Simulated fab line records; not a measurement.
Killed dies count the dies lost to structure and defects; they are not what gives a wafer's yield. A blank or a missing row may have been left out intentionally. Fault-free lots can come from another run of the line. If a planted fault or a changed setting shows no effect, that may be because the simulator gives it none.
Which tool did it?	flow n5Finfet	Sampling: 10 lots, 27 wafers, 2 of 1938 route steps

WHAT THE GAUGES SHOWED, per wafer
N5_ILD0_THK_MEAS_08.
lot	measured	on	thkNm (nm)
L175	day 3 22:20	filmMetro-01	139.5 139.0 138.3
L176	day 4 10:33	filmMetro-02	140.5 140.2 139.0
L179	day 4 21:40	filmMetro-01	140.0 140.2 138.4
L182	day 5 14:44	filmMetro-02	139.6 139.1 137.1
L186	day 6 20:45	filmMetro-01	137.7 140.1 140.5
L189	day 7 06:03	filmMetro-01	136.9 138.9 139.2
L191	day 7 20:07	filmMetro-01	137.9 137.5 138.4
L192	day 8 06:02	filmMetro-01	139.8 139.5
L194	day 8 19:52	filmMetro-01	139.4 136.8
L195	day 9 00:12	filmMetro-01	137.4 139.8

EACH LOT AND THE TOOL THAT RAN IT (in order: tool; ch and the chambers of the sampled wafers; start)
lot	N5_SD_EPI_P_ETCH_47
L175	rieDiel-04 ch 1,2, day 3 15:09
L176	rieDiel-04 ch 1,2, day 4 03:30
L179	rieDiel-04 ch 0,2, day 4 14:11
L182	rieDiel-02 ch 1,2,3, day 5 07:19
L186	rieDiel-02 ch 0,1,3, day 6 09:39
L189	rieDiel-02 ch 2,3, day 6 22:30
L191	rieDiel-02 ch 2,3, day 7 12:44
L192	rieDiel-04 ch 0,1, day 7 18:58
L194	rieDiel-05 ch 2,3, day 8 12:21
L195	rieDiel-05 ch 1,2, day 8 13:41
- N5_SD_EPI_P_ETCH_47: etches SiOCN in CH3F/O2, target depth 25 nm.

THE ANSWER, worked out from the rows above alone
Rule: the lots themselves supply what counts as usual. The widest of any qualifying gaps counts: lots, ordered by their means at a reading, are off when they make up no more than a third of the lots, leave a main group of 4 or more, and stand apart from it by 3 or more times the standard deviation of that group's means. A main group is skipped when, at the precision printed for the reading in the tables above, its means are all equal. A lot without any number at a reading at which 4 lots or more have one is off too. The other lots that the step has rows for count as sound.
None of the lots is off at any reading shown; this tells nothing.

WHAT THE SIMULATOR PUT IN
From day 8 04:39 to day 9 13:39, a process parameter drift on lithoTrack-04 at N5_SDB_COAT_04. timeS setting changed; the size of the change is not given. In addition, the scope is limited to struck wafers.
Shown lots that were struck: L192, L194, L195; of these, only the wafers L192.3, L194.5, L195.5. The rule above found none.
